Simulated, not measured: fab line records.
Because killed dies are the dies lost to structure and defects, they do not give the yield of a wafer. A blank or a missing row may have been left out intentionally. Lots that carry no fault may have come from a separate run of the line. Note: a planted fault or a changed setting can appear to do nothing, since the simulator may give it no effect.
fab line records + flow n5Finfet
[record]
- lots = 12
- wafers = 36
- lastDay = 17
route steps=1938 shown BEOL_M10@1474
lots with no fault: from the same line, run without faults
startH: the number of hours between the record's first day and the start of the first shown wafer of the lot + waitH: hours since the lot's step before + " same as the row above + L1.1+2: one row covering several wafers at once + - no value, or no start was given + * or withheld: withheld + < > ~ a bound
route shown NAME@n: NAME is a module with steps in the file, n the number in the route of the first one + usual: average and standard deviation across the fault-free wafers + same: alike in all rows + chamber/n: place in a boat + sites: readings site by site + _std_site: the values' standard deviation + _edge_site: the outer-site mean with the inner-site mean subtracted + radiusMm: how far each site lies from the wafer's centre + mask NAME#n: copy n + behind: tool/chamber where the wafer was last shaped + hold: why the lot went on hold/how many hours it stayed there/how the hold came to an end + device: which transistor (n, p or np) failed to switch + end of line: at the end of the route, the tests of the same wafers + a step with no rows: only its recipe + killed: not the wafer's yield, but the dies lost to structure and defects at the first sort + map: the dies of a wafer, with x for killed, . for not killed, _ for no die there
set.NAME: the setting the step ran with; set.NAME@STEP: the setting that earlier step ran with + model.NAME: the simulator's own value behind a step, which no gauge read
steps of the route over a sample of lots; a table a step, a row a wafer
services: the hour from which a tool's chamber was out of use, counted from the record's first day as startH (under 0 if before that day), plus the number of hours and why
[[steps]]
[step N5_BEOL_M10_HM_DEP_02]
[recipe]
- material = TiN
- targetThkA = 200
- tempC = 25
- chamberPressurePa = 0.49996
[usual]
- throttleValvePct = 30.3/0.43
| lot.wafer | tool          | chamber | startH | waitH | throttleValvePct |
|-----------|---------------|---------|--------|-------|------------------|
| L734.3    | pvdSputter-03 | -       | 232.80 | 2.5   | 30.5             |
| L734.4    | "             | -       | "      | "     | 29.9             |
| L734.6    | "             | -       | "      | "     | 30.4             |
| L735.4    | pvdSputter-01 | -       | 244.17 | 0.4   | 29.7             |
| L735.5    | "             | -       | "      | "     | 29.6             |
| L735.6    | "             | -       | "      | "     | 30.3             |
| L738.1    | pvdSputter-03 | -       | 256.36 | 0.8   | 30.3             |
| L738.4    | "             | -       | "      | "     | 29.7             |
| L738.5    | "             | -       | "      | "     | 30.1             |
| L736.4    | pvdSputter-03 | -       | 258.10 | 0.8   | 30.6             |
| L736.5    | "             | -       | "      | "     | 30.1             |
| L736.6    | "             | -       | "      | "     | 30.0             |
| L739.3    | pvdSputter-03 | -       | 260.34 | 1.1   | 30.7             |
| L739.5    | "             | -       | "      | "     | 29.9             |
| L739.6    | "             | -       | "      | "     | 30.5             |
| L742.1    | pvdSputter-01 | -       | 289.00 | 2.0   | 30.5             |
| L742.3    | "             | -       | "      | "     | 30.4             |
| L742.6    | "             | -       | "      | "     | 30.6             |
| L745.2    | pvdSputter-01 | -       | 293.66 | 0.7   | 30.5             |
| L745.3    | "             | -       | "      | "     | 30.4             |
| L745.6    | "             | -       | "      | "     | 30.2             |
| L747.2    | pvdSputter-03 | -       | 327.01 | 1.0   | 30.0             |
| L747.3    | "             | -       | "      | "     | 30.0             |
| L747.6    | "             | -       | "      | "     | 30.1             |
| L750.3    | pvdSputter-02 | -       | 332.15 | 1.4   | 30.3             |
| L750.4    | "             | -       | "      | "     | 30.8             |
| L750.6    | "             | -       | "      | "     | 31.2             |
| L752.1    | pvdSputter-03 | -       | 342.80 | 0.3   | 30.4             |
| L752.5    | "             | -       | "      | "     | 29.8             |
| L752.6    | "             | -       | "      | "     | 30.2             |
| L753.2    | pvdSputter-02 | -       | 352.95 | 0.7   | 31.1             |
| L753.5    | "             | -       | "      | "     | 31.0             |
| L753.6    | "             | -       | "      | "     | 30.2             |
| L754.1    | pvdSputter-01 | -       | 356.01 | 1.2   | 29.2             |
| L754.2    | "             | -       | "      | "     | 30.4             |
| L754.3    | "             | -       | "      | "     | 30.3             |
[step N5_BEOL_M10_DESCUM_16]
[recipe]
- chemistry = O2
- timeS = 7.9
- sourcePowerW = 50
- biasPowerW = 20
- pressureMtorr = 20
- rfFrequencyHz = 2.712e+07
- tempC = 40
- resist = CAR-ArF
- o2FlowSccm = 225
[usual]
- drypumpMotorCurrentA = 5.8/0.44
- oesProductAu = 0.79/0.09
- rfVppV = 242.4/0.9
- showerheadPlenumPTorr = 2.048/0.029
- throttleValvePct = 20.42/0.23
| lot.wafer | tool       | chamber | startH | waitH | drypumpMotorCurrentA | oesProductAu | rfHoursCounterH | rfVppV | showerheadPlenumPTorr | throttleValvePct |
|-----------|------------|---------|--------|-------|----------------------|--------------|-----------------|--------|-----------------------|------------------|
| L734.3    | rieDiel-05 | 3       | 234.37 | 0.1   | 5.7                  | 0.69         | 238             | 242.6  | 2.062                 | 20.90            |
| L734.4    | "          | 2       | "      | "     | 5.1                  | 0.71         | -               | 240.3  | 1.987                 | 20.55            |
| L734.6    | "          | 3       | "      | "     | 5.7                  | 0.70         | -               | 243.1  | 2.062                 | 20.89            |
| L735.4    | rieDiel-02 | 2       | 244.77 | 0.0   | 5.9                  | 0.71         | 193             | 242.7  | 2.070                 | 20.84            |
| L735.5    | "          | 1       | "      | "     | 6.1                  | 0.71         | -               | 243.0  | 2.087                 | 20.29            |
| L735.6    | "          | 0       | "      | "     | 5.6                  | 0.76         | -               | 242.8  | 2.018                 | 20.49            |
| L738.1    | rieDiel-02 | 3       | 256.94 | 0.0   | 6.1                  | 0.74         | 143             | 243.3  | 2.096                 | 20.35            |
| L738.4    | "          | 0       | "      | "     | 5.6                  | 0.76         | 137             | 240.0  | 2.016                 | 20.52            |
| L738.5    | "          | 0       | "      | "     | 5.6                  | 0.76         | -               | 242.0  | 2.016                 | 20.50            |
| L736.4    | rieDiel-01 | 0       | 258.68 | 0.0   | 6.5                  | 0.83         | 75              | 241.9  | 2.035                 | 20.06            |
| L736.5    | "          | 0       | "      | "     | 6.5                  | 0.83         | -               | 242.1  | 2.035                 | 20.05            |
| L736.6    | "          | 1       | "      | "     | 5.8                  | 1.01         | -               | 242.5  | 2.059                 | 20.22            |
| L739.3    | rieDiel-01 | 1       | 261.08 | 0.2   | 5.7                  | 1.00         | 1               | 242.4  | 2.060                 | 20.23            |
| L739.5    | "          | 0       | "      | "     | 6.5                  | 0.83         | -               | 242.4  | 2.035                 | 20.06            |
| L739.6    | "          | 1       | "      | "     | 5.7                  | 1.01         | -               | 244.8  | 2.059                 | 20.20            |
| L742.1    | rieDiel-02 | 2       | 289.45 | 0.0   | 6.0                  | 0.71         | 211             | 242.8  | 2.064                 | 20.86            |
| L742.3    | "          | 0       | "      | "     | 5.6                  | 0.75         | 150             | 242.0  | 2.012                 | 20.53            |
| L742.6    | "          | 0       | "      | "     | 5.6                  | 0.75         | -               | 243.2  | 2.012                 | 20.52            |
| L745.2    | rieDiel-02 | 2       | 294.11 | 0.0   | 6.0                  | 0.71         | 212             | 242.0  | 2.063                 | 20.85            |
| L745.3    | "          | 0       | "      | "     | 5.6                  | 0.76         | 151             | 241.6  | 2.012                 | 20.53            |
| L745.6    | "          | 1       | "      | "     | 6.1                  | 0.70         | -               | 242.9  | 2.081                 | 20.34            |
| L747.2    | rieDiel-05 | 0       | 327.47 | 0.0   | 5.1                  | 0.90         | 29              | 243.7  | 2.059                 | 20.17            |
| L747.3    | "          | 1       | "      | "     | 6.0                  | 0.88         | 45              | 241.6  | 2.044                 | 20.17            |
| L747.6    | "          | 0       | "      | "     | 5.1                  | 0.89         | -               | 242.6  | 2.059                 | 20.17            |
| L750.3    | rieDiel-01 | 0       | 332.90 | 0.2   | 6.5                  | 0.81         | 107             | 242.1  | 2.024                 | 20.10            |
| L750.4    | "          | 2       | "      | "     | 5.7                  | 0.84         | -               | 242.9  | 2.030                 | 20.50            |
| L750.6    | "          | 1       | "      | "     | 5.7                  | 0.90         | -               | 243.8  | 2.049                 | 20.26            |
| L752.1    | rieDiel-01 | 0       | 343.39 | 0.0   | 6.5                  | 0.80         | 111             | 241.9  | 2.023                 | 20.12            |
| L752.5    | "          | 0       | "      | "     | 6.5                  | 0.80         | -               | 241.1  | 2.023                 | 20.11            |
| L752.6    | "          | 2       | "      | "     | 5.7                  | 0.83         | -               | 242.2  | 2.029                 | 20.54            |
| L753.2    | rieDiel-02 | 0       | 353.53 | 0.0   | 5.6                  | 0.73         | 172             | 241.4  | 2.005                 | 20.54            |
| L753.5    | "          | 2       | "      | "     | 6.0                  | 0.69         | -               | 242.5  | 2.057                 | 20.89            |
| L753.6    | "          | 3       | "      | "     | 6.1                  | 0.72         | -               | 242.3  | 2.084                 | 20.41            |
| L754.1    | rieDiel-01 | 0       | 356.59 | 0.0   | 6.6                  | 0.79         | 117             | 242.4  | 2.021                 | 20.12            |
| L754.2    | "          | 3       | "      | "     | 4.8                  | 0.96         | 4               | 243.7  | 2.050                 | 20.30            |
| L754.3    | "          | 2       | "      | "     | 5.7                  | 0.83         | 83              | 241.4  | 2.027                 | 20.55            |
[step N5_BEOL_M10_EXPOSE_25]
[recipe]
- maskId = V9
- na = 1.35
- sourceShape = annular
- sigmaInner = 0.5
- sigmaOuter = 0.8
- polarization = unpolarized
- doseMj = 85.5
[usual]
- exposureDoseMJCm2 = 85.46/0.095
- focusOffsetNm = -0.1/0.47
- reticleTempC = 23.02/0.11
[same]
- sigmaOuter = 0.8
| lot.wafer | tool           | chamber | startH | waitH | mask | exposureDoseMJCm2 | focusOffsetNm | reticleTempC |
|-----------|----------------|---------|--------|-------|------|-------------------|---------------|--------------|
| L734.3    | arfiScanner-02 | 0       | 236.21 | -     | V9#0 | 85.63             | -0.4          | 23.04        |
| L734.4    | "              | 0       | "      | "     | V9#0 | 85.63             | 0.4           | 23.06        |
| L734.6    | "              | 0       | "      | "     | V9#0 | 85.58             | 0.3           | 23.12        |
| L735.4    | arfiScanner-02 | 0       | 246.46 | -     | V9#0 | 85.60             | 0.0           | 23.02        |
| L735.5    | "              | 0       | "      | "     | V9#0 | 85.40             | -0.4          | 22.95        |
| L735.6    | "              | 0       | "      | "     | V9#0 | 85.46             | -0.7          | 23.09        |
| L738.1    | arfiScanner-02 | 0       | 257.68 | -     | V9#0 | 85.42             | 0.0           | 22.93        |
| L738.4    | "              | 0       | "      | "     | V9#0 | 85.41             | 0.4           | 22.91        |
| L738.5    | "              | 0       | "      | "     | V9#0 | 85.43             | 0.2           | 22.96        |
| L736.4    | arfiScanner-01 | 0       | 260.52 | -     | V9#0 | 85.44             | -0.1          | 23.17        |
| L736.5    | "              | 0       | "      | "     | V9#0 | 85.52             | -0.5          | 22.99        |
| L736.6    | "              | 0       | "      | "     | V9#0 | 85.60             | -0.6          | 22.97        |
| L739.3    | arfiScanner-01 | 0       | 263.16 | -     | V9#0 | 85.56             | 0.4           | 22.94        |
| L739.5    | "              | 0       | "      | "     | V9#0 | 85.61             | -0.1          | 22.92        |
| L739.6    | "              | 0       | "      | "     | V9#0 | 85.45             | -0.5          | 22.99        |
| L742.1    | arfiScanner-02 | 0       | 291.91 | -     | V9#0 | 85.41             | -0.3          | 22.96        |
| L742.3    | "              | 0       | "      | "     | V9#0 | 85.39             | -0.1          | 23.04        |
| L742.6    | "              | 0       | "      | "     | V9#0 | 85.38             | 0.2           | 23.04        |
| L745.2    | arfiScanner-02 | 0       | 296.28 | -     | V9#0 | 85.48             | 0.0           | 23.06        |
| L745.3    | "              | 0       | "      | "     | V9#0 | 85.50             | -0.2          | 22.93        |
| L745.6    | "              | 0       | "      | "     | V9#0 | 85.45             | -0.1          | 23.04        |
| L747.2    | arfiScanner-02 | 0       | 328.24 | -     | V9#0 | 96.51             | 0.9           | 23.00        |
| L747.3    | "              | 0       | "      | "     | V9#0 | 96.40             | -0.2          | 23.06        |
| L747.6    | "              | 0       | "      | "     | V9#0 | 96.57             | 0.9           | 23.00        |
| L750.3    | arfiScanner-02 | 0       | 335.13 | -     | V9#0 | 94.10             | -0.2          | 23.10        |
| L750.4    | "              | 0       | "      | "     | V9#0 | 94.08             | 0.3           | 23.10        |
| L750.6    | "              | 0       | "      | "     | V9#0 | 94.11             | 0.4           | 22.95        |
| L752.1    | arfiScanner-01 | 0       | 344.14 | -     | V9#0 | 85.64             | -0.8          | 22.90        |
| L752.5    | "              | 0       | "      | "     | V9#0 | 85.51             | -0.9          | 22.89        |
| L752.6    | "              | 0       | "      | "     | V9#0 | 85.53             | 0.0           | 22.84        |
| L753.2    | arfiScanner-01 | 0       | 355.28 | -     | V9#0 | 85.50             | 0.0           | 23.16        |
| L753.5    | "              | 0       | "      | "     | V9#0 | 85.40             | 0.1           | 23.23        |
| L753.6    | "              | 0       | "      | "     | V9#0 | 85.44             | -0.4          | 23.17        |
| L754.1    | arfiScanner-03 | 0       | 357.33 | -     | V9#0 | 85.53             | -0.2          | 23.02        |
| L754.2    | "              | 0       | "      | "     | V9#0 | 85.44             | -0.3          | 23.11        |
| L754.3    | "              | 0       | "      | "     | V9#0 | 85.53             | -0.5          | 23.08        |
[step N5_BEOL_M10_CD_MEAS_28]
[recipe]
- targetCdNm = 70
- landingEnergyEv = 500
- detector = seInlens
- polarity = opening
[usual]
- cdNm = 70.0/0.86
| lot.wafer | tool     | chamber | startH | waitH | cdNm |
|-----------|----------|---------|--------|-------|------|
| L734.3    | cdSem-02 | 0       | 236.33 | -     | 70.0 |
| L734.4    | "        | 0       | "      | "     | 70.0 |
| L734.6    | "        | 0       | "      | "     | 70.2 |
| L735.4    | cdSem-02 | 0       | 246.57 | -     | 69.7 |
| L735.5    | "        | 0       | "      | "     | 70.3 |
| L735.6    | "        | 0       | "      | "     | 70.2 |
| L738.1    | cdSem-03 | 0       | 257.81 | -     | 70.3 |
| L738.4    | "        | 0       | "      | "     | 70.2 |
| L738.5    | "        | 0       | "      | "     | 70.4 |
| L736.4    | cdSem-03 | 0       | 260.63 | -     | 70.2 |
| L736.5    | "        | 0       | "      | "     | 70.0 |
| L736.6    | "        | 0       | "      | "     | 69.8 |
| L739.3    | cdSem-02 | 0       | 263.28 | -     | 71.3 |
| L739.5    | "        | 0       | "      | "     | 70.2 |
| L739.6    | "        | 0       | "      | "     | 70.3 |
| L742.1    | cdSem-03 | 0       | 292.04 | -     | 70.2 |
| L742.3    | "        | 0       | "      | "     | 69.8 |
| L742.6    | "        | 0       | "      | "     | 69.3 |
| L745.2    | cdSem-02 | 0       | 296.41 | -     | 69.9 |
| L745.3    | "        | 0       | "      | "     | 69.0 |
| L745.6    | "        | 0       | "      | "     | 69.7 |
| L747.2    | cdSem-03 | 0       | 328.37 | -     | 80.1 |
| L747.3    | "        | 0       | "      | "     | 79.4 |
| L747.6    | "        | 0       | "      | "     | 81.1 |
| L750.3    | cdSem-02 | 0       | 335.25 | -     | 79.6 |
| L750.4    | "        | 0       | "      | "     | 79.9 |
| L750.6    | "        | 0       | "      | "     | 79.7 |
| L752.1    | cdSem-03 | 0       | 344.27 | -     | 69.4 |
| L752.5    | "        | 0       | "      | "     | 68.3 |
| L752.6    | "        | 0       | "      | "     | 69.0 |
| L753.2    | cdSem-01 | 0       | 355.41 | -     | 70.5 |
| L753.5    | "        | 0       | "      | "     | 70.8 |
| L753.6    | "        | 0       | "      | "     | 71.5 |
| L754.1    | cdSem-02 | 0       | 357.46 | -     | 69.6 |
| L754.2    | "        | 0       | "      | "     | 70.8 |
| L754.3    | "        | 0       | "      | "     | 70.0 |
[step N5_BEOL_M10_OVL_MEAS_29]
[recipe]
- pointsPerWafer = 44
[usual]
- V9_OVL = -0.6/0.71
| lot.wafer | tool       | chamber | startH | waitH | V9_OVL[nm] |
|-----------|------------|---------|--------|-------|------------|
| L734.3    | overlay-02 | 0       | 236.36 | 0.0   | -1.2       |
| L734.4    | "          | 0       | "      | "     | -0.5       |
| L734.6    | "          | 0       | "      | "     | -1.3       |
| L735.4    | overlay-02 | 0       | 246.60 | 0.0   | -1.1       |
| L735.5    | "          | 0       | "      | "     | -1.5       |
| L735.6    | "          | 0       | "      | "     | -0.8       |
| L738.1    | overlay-01 | 0       | 257.85 | 0.0   | -1.5       |
| L738.4    | "          | 0       | "      | "     | -1.0       |
| L738.5    | "          | 0       | "      | "     | -0.4       |
| L736.4    | overlay-01 | 0       | 260.66 | 0.0   | 0.0        |
| L736.5    | "          | 0       | "      | "     | 0.0        |
| L736.6    | "          | 0       | "      | "     | -0.2       |
| L739.3    | overlay-01 | 0       | 263.31 | 0.0   | -1.6       |
| L739.5    | "          | 0       | "      | "     | -0.2       |
| L739.6    | "          | 0       | "      | "     | -0.5       |
| L742.1    | overlay-02 | 0       | 292.07 | 0.0   | -1.2       |
| L742.3    | "          | 0       | "      | "     | -2.1       |
| L742.6    | "          | 0       | "      | "     | -1.8       |
| L745.2    | overlay-02 | 0       | 296.44 | 0.0   | -0.9       |
| L745.3    | "          | 0       | "      | "     | -0.5       |
| L745.6    | "          | 0       | "      | "     | -1.8       |
| L747.2    | overlay-01 | 0       | 328.40 | 0.0   | -1.0       |
| L747.3    | "          | 0       | "      | "     | -1.0       |
| L747.6    | "          | 0       | "      | "     | -1.4       |
| L750.3    | overlay-01 | 0       | 335.28 | 0.0   | -2.0       |
| L750.4    | "          | 0       | "      | "     | -1.7       |
| L750.6    | "          | 0       | "      | "     | 0.0        |
| L752.1    | overlay-01 | 0       | 344.30 | 0.0   | 0.4        |
| L752.5    | "          | 0       | "      | "     | 0.2        |
| L752.6    | "          | 0       | "      | "     | -0.8       |
| L753.2    | overlay-01 | 0       | 355.43 | 0.0   | 0.3        |
| L753.5    | "          | 0       | "      | "     | 0.9        |
| L753.6    | "          | 0       | "      | "     | 0.2        |
| L754.1    | overlay-01 | 0       | 357.49 | 0.0   | -1.3       |
| L754.2    | "          | 0       | "      | "     | -0.9       |
| L754.3    | "          | 0       | "      | "     | -0.1       |
[[services]]
| tool           | chamber | startH | hours | kind   |
|----------------|---------|--------|-------|--------|
| arfiScanner-03 | -       | 211.93 | 0.7   | repair |
| arfiScanner-03 | -       | 213.10 | 1.3   | pm     |
| arfiScanner-02 | -       | 216.72 | 4.9   | pm     |
| rieDiel-05     | 3       | 217.36 | 2.8   | repair |
| rieDiel-01     | 1       | 226.12 | 7.0   | repair |
| arfiScanner-01 | -       | 233.10 | 1.0   | pm     |
| arfiScanner-02 | -       | 259.05 | 0.3   | repair |
| arfiScanner-01 | -       | 261.85 | 1.3   | pm     |
| rieDiel-05     | -       | 271.96 | 10.0  | pm     |
| arfiScanner-03 | -       | 275.56 | 21.0  | pm     |
| arfiScanner-01 | -       | 286.40 | 1.0   | pm     |
| arfiScanner-02 | -       | 289.02 | 1.3   | pm     |
| rieDiel-05     | 3       | 292.57 | 28.2  | repair |
| arfiScanner-02 | -       | 304.71 | 0.8   | pm     |
| arfiScanner-02 | -       | 308.01 | 1.0   | pm     |
| arfiScanner-01 | -       | 309.01 | 0.8   | pm     |
| rieDiel-05     | -       | 311.93 | 2.8   | pm     |
| pvdSputter-03  | -       | 316.18 | 2.9   | repair |
| arfiScanner-02 | -       | 316.33 | 3.9   | pm     |
| rieDiel-05     | 3       | 321.20 | 7.7   | repair |
| arfiScanner-01 | -       | 329.65 | 2.0   | repair |
| arfiScanner-02 | -       | 337.35 | 1.0   | pm     |
| arfiScanner-02 | -       | 340.97 | 1.2   | repair |
| rieDiel-01     | 3       | 343.36 | 5.8   | repair |
[[key]]
[firstSign]
- step = N5_BEOL_M10_EXPOSE_25
- reading = exposureDoseMJCm2
- direction = up
- sigmas = 99+
- usual = 85.46
- struck = 95.30
[effect]
- step = N5_BEOL_M10_CD_MEAS_28
- reading = cdNm
- direction = up
- sigmas = 11
- usual = 70.0
- struck = 80.0
- through = controlLoop
metAt N5_BEOL_M10_EXPOSE_25
struckLots L747,L750
rowsEnd L747.2,L747.3,L747.6,L750.3,L750.4,L750.6
[loopTrim]
- step = N5_BEOL_M10_EXPOSE_25
- setting = dose
- lots = L750
notActingAt N5_BEOL_M10_HM_DEP_02,N5_BEOL_M10_DESCUM_16,N5_BEOL_M10_OVL_MEAS_29
onsetBetween 296.28 328.24
[earlierFault]
- kind = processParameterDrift
- tool = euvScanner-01
- chamber = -
- onsetH = 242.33
- steps = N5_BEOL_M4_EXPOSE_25
- channel = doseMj
- offset = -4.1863
- shape = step
- actsIn = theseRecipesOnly
- stated = 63
[fault]
- kind = processParameterDrift
- tool = arfiScanner-02
- chamber = -
- onsetH = 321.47
- steps = N5_BEOL_M10_EXPOSE_25
- channel = doseMj
- offset = 11.034
- shape = step
- actsIn = theseRecipesOnly
- stated = 85.5
// rowsEnd: these wafers met a further fault down the route, and their rows from its step on are left out
// loopTrim: a control loop set the setting to another value than it would have without faults
